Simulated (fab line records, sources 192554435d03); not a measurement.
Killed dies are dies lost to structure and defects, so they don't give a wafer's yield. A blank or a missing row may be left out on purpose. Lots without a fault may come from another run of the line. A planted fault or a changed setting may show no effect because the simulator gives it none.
fab line records | flow n5_finfet
record lots=12 wafers=35 last_day=17
route steps=1938 shown WELL_APT@43 PMOS_HMC_CHANNEL_EPI@65 PASSIVATION@1936
lots that met no fault: from a run of the same line without faults
start_h: hours from the record's first day to the start of the lot's first wafer shown | wait_h: hours since the lot's step before | " the same as in the row above | L1.1+2: a row that stands for several wafers | - no value, or no start given | * or withheld: withheld | < > ~ a bound
route shown NAME@n: a module of which the file shows steps, and the number in the route of the first | usual: mean/standard deviation of fault-free wafers | same: alike in all rows | chamber/n: place in a boat | sites: the reading at each site | _std_site: their standard deviation | _edge_site: outer sites' mean less inner sites' | radius_mm: how far each site lies from the wafer's centre | mask NAME#n: copy n | behind: the tool/chamber that last shaped the wafer | hold: why the lot was held/for how many hours/how that ended | device: the transistor (n, p or np) that didn't switch | end of line: the same wafers' tests at the end of the route | a step without rows: its recipe alone | killed: dies lost to structure and defects at the first sort, not the wafer's yield | map: a wafer's dies, x killed, . not, _ none there
set.NAME: the setting as run; set.NAME@STEP: as run at that earlier step | model.NAME: the simulator's own value behind a step, which no gauge read
steps of the route over a sample of lots; a table a step, a row a wafer
services: from which hour (start_h, from the record's first day; less than 0 if before it) a tool's chamber was out of use, for how many hours, and why
## steps
# step N5_WELL_APT_CD_MEAS_25
# recipe target_cd_nm=200 landing_energy_ev=500 detector=se_inlens
# usual cd_nm=200.6/2.5
# same landing_energy_ev=500
# columns lot.wafer tool chamber start_h wait_h cd_nm
L628.2 cd_sem-01 0 15.44 - 199.4
L628.4 " 0 " " 201.3
L628.5 " 0 " " 202.7
L629.1 cd_sem-03 0 21.47 - 201.0
L629.2 " 0 " " 203.3
L629.5 " 0 " " 205.4
L630.3 cd_sem-01 0 26.82 - 204.8
L630.5 " 0 " " 205.5
L630.6 " 0 " " 202.7
L631.2 cd_sem-02 0 32.83 - 201.0
L631.3 " 0 " " 202.4
L631.4 " 0 " " 204.1
L633.2 cd_sem-02 0 45.48 - 198.3
L633.3 " 0 " " 199.2
L633.6 " 0 " " 197.1
L640.1 cd_sem-02 0 86.94 - 204.4
L640.2 " 0 " " 201.4
L640.6 " 0 " " 201.2
L641.1 cd_sem-01 0 92.81 - 199.0
L641.2 " 0 " " 199.9
L641.4 " 0 " " 199.0
L642.2 cd_sem-03 0 99.16 - 202.5
L642.5 " 0 " " 203.2
L642.6 " 0 " " 200.1
L645.2 cd_sem-01 0 117.30 - 203.0
L645.4 " 0 " " 201.2
L645.6 " 0 " " 203.7
L646.2 cd_sem-01 0 123.28 - 200.5
L646.6 " 0 " " 201.1
L648.1 cd_sem-02 0 135.64 - 196.8
L648.5 " 0 " " 197.4
L648.6 " 0 " " 195.6
L649.1 cd_sem-02 0 140.96 - 200.5
L649.2 " 0 " " 199.7
L649.5 " 0 " " 200.6
# step N5_WELL_APT_RTA_34
# recipe temp_c=1000 time_s=10 ambient=N2 idle_temp_c=600 ramp_up_c_per_s=150 ramp_down_c_per_s=60 cool_to_c=600
# usual lamp_power_pct=13.00/0.049 wafer_temp_C_max=1003.5/0.95
# columns lot.wafer tool chamber start_h wait_h lamp_power_pct wafer_temp_C_max
L628.2 rtp_anneal-01 0 16.49 0.0 12.97 1004.1
L628.4 " 0 " " 12.97 1004.1
L628.5 " 0 " " 13.06 1002.8
L629.1 rtp_anneal-02 0 22.37 0.0 12.98 1003.7
L629.2 " 0 " " 13.04 1004.3
L629.5 " 0 " " 12.93 1002.2
L630.3 rtp_anneal-02 0 27.85 0.2 12.94 1002.5
L630.5 " 0 " " 12.98 1002.9
L630.6 " 0 " " 12.92 1002.8
L631.2 rtp_anneal-01 0 33.71 0.0 13.04 1002.6
L631.3 " 0 " " 12.98 1005.2
L631.4 " 0 " " 13.00 1002.6
L633.2 rtp_anneal-01 0 46.61 0.2 13.05 1002.8
L633.3 " 0 " " 12.93 1004.7
L633.6 " 0 " " 13.00 1003.8
L640.1 rtp_anneal-01 0 88.08 0.1 12.94 1003.7
L640.2 " 0 " " 13.01 1002.6
L640.6 " 0 " " 12.97 1003.3
L641.1 rtp_anneal-01 0 94.25 0.4 12.94 1002.5
L641.2 " 0 " " 13.01 1003.7
L641.4 " 0 " " 13.02 1003.2
L642.2 rtp_anneal-02 0 100.28 0.2 13.00 1002.7
L642.5 " 0 " " 13.02 1006.3
L642.6 " 0 " " 12.96 1004.0
L645.2 rtp_anneal-02 0 118.16 0.0 12.96 1004.0
L645.4 " 0 " " 13.08 1002.3
L645.6 " 0 " " 13.03 1003.2
L646.2 rtp_anneal-01 0 124.19 0.0 12.99 1002.9
L646.6 " 0 " " 13.03 1002.9
L648.1 rtp_anneal-02 0 136.49 0.0 12.99 1005.0
L648.5 " 0 " " 12.99 1002.8
L648.6 " 0 " " 12.95 1002.4
L649.1 rtp_anneal-01 0 142.50 0.1 13.08 1005.9
L649.2 " 0 " " 13.04 1002.8
L649.5 " 0 " " 13.01 1003.2
# step N5_PMOS_HMC_CHANNEL_EPI_CD_MEAS_09
# recipe target_cd_nm=237.4 landing_energy_ev=500 detector=se_inlens
# usual cd_nm=236.4/0.97
# same landing_energy_ev=500
# columns lot.wafer tool chamber start_h wait_h cd_nm
L628.2 cd_sem-01 0 17.78 - 237.6
L628.4 " 0 " " 234.4
L628.5 " 0 " " 236.3
L629.1 cd_sem-03 0 23.56 - 236.1
L629.2 " 0 " " 236.9
L629.5 " 0 " " 237.0
L630.3 cd_sem-02 0 29.02 - 236.2
L630.5 " 0 " " 235.9
L630.6 " 0 " " 235.3
L631.2 cd_sem-03 0 35.10 - 235.9
L631.3 " 0 " " 235.9
L631.4 " 0 " " 236.7
L633.2 cd_sem-03 0 48.13 - 238.1
L633.3 " 0 " " 236.7
L633.6 " 0 " " 237.5
L640.1 cd_sem-02 0 89.41 - 237.4
L640.2 " 0 " " 237.6
L640.6 " 0 " " 234.7
L641.1 cd_sem-03 0 95.77 - 237.9
L641.2 " 0 " " 238.7
L641.4 " 0 " " 238.9
L642.2 cd_sem-01 0 101.46 - 238.1
L642.5 " 0 " " 238.0
L642.6 " 0 " " 235.9
L645.2 cd_sem-03 0 119.47 - 236.8
L645.4 " 0 " " 237.8
L645.6 " 0 " " 235.9
L646.2 cd_sem-03 0 125.49 - 237.0
L646.6 " 0 " " 236.3
L648.1 cd_sem-02 0 138.02 - 236.4
L648.5 " 0 " " 236.9
L648.6 " 0 " " 235.7
L649.1 cd_sem-01 0 144.04 - 234.6
L649.2 " 0 " " 233.8
L649.5 " 0 " " 236.1
# step N5_PMOS_HMC_CHANNEL_EPI_ETCH_32
# recipe chemistry=N2/H2 target=BARC stop_on=SiO2 target_depth_a=858 over_etch_frac=0.3 time_s=50.3 ion_energy_ev=200 mask_material=CAR-ArF-block pressure_mtorr=30 source_w=840 bias_w=150 n2_flow_sccm=200 h2_flow_sccm=200
# usual bias_w=150.0/0.4 drypump_motor_current_A=5.9/0.46 oes_product_au=0.67/0.07 rf_vpp_V=524.3/2.2 showerhead_plenum_p_Torr=2.56/0.067 throttle_valve_pct=17.9/0.34
# same over_etch_frac=0.3
# columns lot.wafer tool chamber start_h wait_h bias_w drypump_motor_current_A oes_product_au rf_hours_counter_h rf_vpp_V showerhead_plenum_p_Torr throttle_valve_pct
L628.2 rie_diel-02 1 18.40 0.0 150.4 6.6 0.76 41 524.7 2.59 17.5
L628.4 " 2 " " 150.6 6.1 0.62 - 522.4 2.55 18.6
L628.5 " 1 " " 149.8 6.6 0.75 - 525.6 2.59 17.5
L629.1 rie_diel-06 1 23.87 0.0 149.7 5.5 0.61 223 523.0 2.52 18.1
L629.2 " 3 " " 149.9 5.4 0.59 243 521.6 2.39 17.8
L629.5 " 1 " " 150.2 5.5 0.60 - 523.8 2.52 18.1
L630.3 rie_diel-06 1 29.52 0.0 149.9 5.5 0.60 224 521.8 2.52 18.1
L630.5 " 0 " " 150.0 6.0 0.76 - 523.8 2.61 18.0
L630.6 " 1 " " 150.3 5.5 0.61 - 523.3 2.52 18.1
L631.2 rie_diel-06 0 35.22 0.0 242.2 6.0 0.76 30 707.8 2.61 18.0
L631.3 " 3 " " 242.5 5.4 0.59 245 700.2 2.39 17.8
L631.4 " 2 " " 241.2 5.4 0.69 113 707.9 2.57 18.2
L633.2 rie_diel-06 1 49.00 0.0 242.4 5.5 0.60 227 706.6 2.52 18.1
L633.3 " 0 " " 242.1 6.1 0.76 35 707.9 2.61 18.0
L633.6 " 1 " " 242.1 5.5 0.60 - 705.9 2.52 18.0
L640.1 rie_diel-02 2 89.80 0.0 149.8 6.1 0.61 225 524.1 2.54 18.6
L640.2 " 1 " " 150.1 6.6 0.72 65 525.2 2.58 17.6
L640.6 " 0 " " 150.5 6.2 0.61 - 525.5 2.61 17.5
L641.1 rie_diel-02 0 96.55 0.0 149.7 6.3 0.61 186 527.9 2.61 17.5
L641.2 " 1 " " 149.6 6.7 0.72 67 524.5 2.58 17.6
L641.4 " 2 " " 148.9 6.1 0.60 227 522.6 2.54 18.6
L642.2 rie_diel-02 2 101.58 0.0 150.1 6.1 0.61 228 522.4 2.54 18.6
L642.5 " 2 " " 150.1 6.1 0.61 - 523.4 2.54 18.6
L642.6 " 1 " " 150.6 6.7 0.72 - 524.2 2.57 17.6
L645.2 rie_diel-02 0 119.60 0.0 150.4 6.3 0.61 192 525.2 2.61 17.5
L645.4 " 1 " " 150.2 6.6 0.71 73 523.9 2.57 17.6
L645.6 " 0 " " 149.9 6.3 0.61 - 527.8 2.61 17.5
L646.2 rie_diel-03 2 125.61 0.0 150.1 6.7 0.58 247 526.4 2.58 17.8
L646.6 " 1 " " 150.2 5.7 0.65 - 520.6 2.40 17.8
L648.1 rie_diel-03 3 138.14 0.0 149.9 5.7 0.60 199 526.9 2.63 18.1
L648.5 " 1 " " 149.3 5.6 0.64 - 520.2 2.40 17.8
L648.6 " 3 " " 150.1 5.7 0.60 - 526.7 2.63 18.1
L649.1 rie_diel-03 3 144.17 0.0 149.9 5.7 0.60 202 527.6 2.63 18.1
L649.2 " 0 " " 150.0 6.2 0.59 246 522.1 2.51 18.0
L649.5 " 3 " " 149.5 5.7 0.61 - 526.9 2.63 18.1
# step N5_PASSIVATION_PROBE_49
# usual defect_limited_yield=91.1/1.6 killed_at_M0_to_M3=35/11 killed_at_M4_up=13/5.4 killed_at_contacts=13/6.5 killed_at_front_end=40/14 killed_at_other=4/3.1 killed_dies=105/18 killed_open=69/14 killed_short=34/7.3 sort_bin_5_function=5.2/0.96 sort_bin_6_memory=3.4/0.77 sort_bin_8_speed=0.02/0.13 sort_n_pass=1075/19 sort_yield_pct=91.1/1.6
# same gross_dies=1180 killed_at_back_side=0 sort_bin_4_leakage[%]=0
# columns lot.wafer tool chamber start_h wait_h defect_limited_yield[%] killed_at_M0_to_M3 killed_at_M4_up killed_at_contacts killed_at_front_end killed_at_other killed_dies killed_open killed_short sort_bin_5_function[%] sort_bin_6_memory[%] sort_bin_8_speed[%] sort_n_pass sort_yield_pct[%]
L640.1 prober-02 - 357.20 0.0 88.8 35 28 12 50 7 132 85 46 6.3 4.7 0 1048 88.8
L640.2 prober-02 - 357.25 0.1 88.5 36 23 20 52 5 136 86 48 6.4 5.0 0 1044 88.5
L640.6 prober-02 - 357.45 0.3 90.6 19 25 15 50 2 111 65 43 5.9 3.1 0 1069 90.6
L642.2 prober-02 - 364.03 0.1 90.0 31 9 25 48 5 118 82 35 5.5 4.4 0 1062 90.0
L642.5 prober-02 - 364.18 0.2 91.1 29 9 24 38 5 105 65 37 4.9 3.2 0 1075 91.1
L642.6 prober-02 - 364.23 0.3 90.6 29 8 33 39 2 111 78 33 6.5 2.7 0 1069 90.6
# killed by level:class
L640.1 BEOL_M4:geometric_particle:open=19 FIN_SAQP:geometric_particle:short=12 FIN_SAQP:geometric_particle:open=11 MOL_CONTACT_COAG:geometric_particle:open=10 BEOL_M0_SAQP:geometric_particle:short=8 BEOL_M0_SAQP:geometric_particle:open=7 BEOL_M2:geometric_particle:open=7 STI_FIN_REVEAL:geometric_particle:open=6
L640.2 MOL_CONTACT_COAG:geometric_particle:open=14 BEOL_M4:geometric_particle:open=13 FIN_SAQP:geometric_particle:short=11 BEOL_M0_SAQP:geometric_particle:open=11 GATE_CUT:geometric_particle:short=10 FIN_SAQP:geometric_particle:open=8 BEOL_M2:geometric_particle:open=7 MOL_CONTACT_COAG:geometric_particle:short=6
L640.6 BEOL_M4:geometric_particle:open=18 FIN_SAQP:geometric_particle:short=17 FIN_SAQP:geometric_particle:open=8 GATE_CUT:geometric_particle:short=8 MOL_CONTACT_COAG:geometric_particle:open=8 MOL_CONTACT_COAG:geometric_particle:short=7 BEOL_M1:geometric_particle:open=6 BEOL_M2:geometric_particle:open=5
L642.2 FIN_SAQP:geometric_particle:open=18 MOL_CONTACT_COAG:geometric_particle:open=18 BEOL_M0_SAQP:geometric_particle:open=11 FIN_SAQP:geometric_particle:short=9 BEOL_M2:geometric_particle:open=9 MOL_CONTACT_COAG:geometric_particle:short=7 BEOL_M4:geometric_particle:open=4 STI_FIN_REVEAL:geometric_particle:open=3
L642.5 MOL_CONTACT_COAG:geometric_particle:open=19 BEOL_M0_SAQP:geometric_particle:short=10 FIN_SAQP:geometric_particle:short=9 STI_FIN_REVEAL:geometric_particle:open=8 BEOL_M3:geometric_particle:open=8 BEOL_M4:geometric_particle:open=6 FIN_SAQP:geometric_particle:open=5 MOL_CONTACT_COAG:geometric_particle:short=5
L642.6 MOL_CONTACT_COAG:geometric_particle:open=30 FIN_SAQP:geometric_particle:short=9 BEOL_M0_SAQP:geometric_particle:open=7 GATE_CUT:geometric_particle:open=6 FIN_SAQP:geometric_particle:open=5 BEOL_M2:geometric_particle:open=5 STI_FIN_REVEAL:geometric_particle:open=4 BEOL_M4:geometric_particle:open=4
## services
# columns tool chamber start_h hours kind
rie_diel-02 3 -0.10 - clean
rie_diel-02 3 -0.10 - consumable_replace:focus_ring
rie_diel-02 3 -0.10 22.2 scheduled_down
rie_diel-02 3 -0.10 22.2 vent_cycle
rie_diel-03 2 0.74 5.6 repair
rie_diel-06 - 14.93 7.7 repair
rie_diel-06 1 37.09 11.4 repair
rie_diel-03 1 38.14 5.2 repair
rie_diel-06 - 39.86 0.6 repair
rie_diel-03 - 41.84 0.5 repair
rie_diel-02 2 45.01 8.6 repair
rie_diel-06 3 48.74 - clean
rie_diel-06 3 48.74 - consumable_replace:focus_ring
rie_diel-06 3 48.74 - consumable_replace:showerhead
rie_diel-06 3 48.74 20.5 scheduled_down
rie_diel-06 3 48.74 20.5 vent_cycle
rie_diel-06 1 63.75 8.0 repair
rie_diel-03 3 88.50 7.6 repair
rie_diel-06 1 129.08 - clean
rie_diel-06 1 129.08 - consumable_replace:focus_ring
rie_diel-06 1 129.08 22.8 scheduled_down
rie_diel-06 1 129.08 22.8 vent_cycle
rie_diel-03 2 135.89 - clean
rie_diel-02 - 142.37 0.3 repair
## key
first_sign step=N5_PMOS_HMC_CHANNEL_EPI_ETCH_32 reading=bias_w direction=up sigmas=99+ usual=* struck=*
effect step=N5_PMOS_HMC_CHANNEL_EPI_ETCH_32 reading=rf_vpp_V direction=up sigmas=84 usual=524.3 struck=706.1
met_at N5_PMOS_HMC_CHANNEL_EPI_ETCH_32
struck_lots L631,L633
rows_end L633.2,L633.3,L633.6
not_acting_at N5_WELL_APT_CD_MEAS_25,N5_WELL_APT_RTA_34,N5_PMOS_HMC_CHANNEL_EPI_CD_MEAS_09
onset_between 29.52 35.22
fault kind=process_parameter_drift tool=rie_diel-06 chamber=- onset_h=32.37 steps=N5_PMOS_HMC_CHANNEL_EPI_ETCH_32 channel=bias_w offset=* shape=step acts_in=* stated=*
# rows_end: these wafers met a further fault down the route, and their rows from its step on are left out
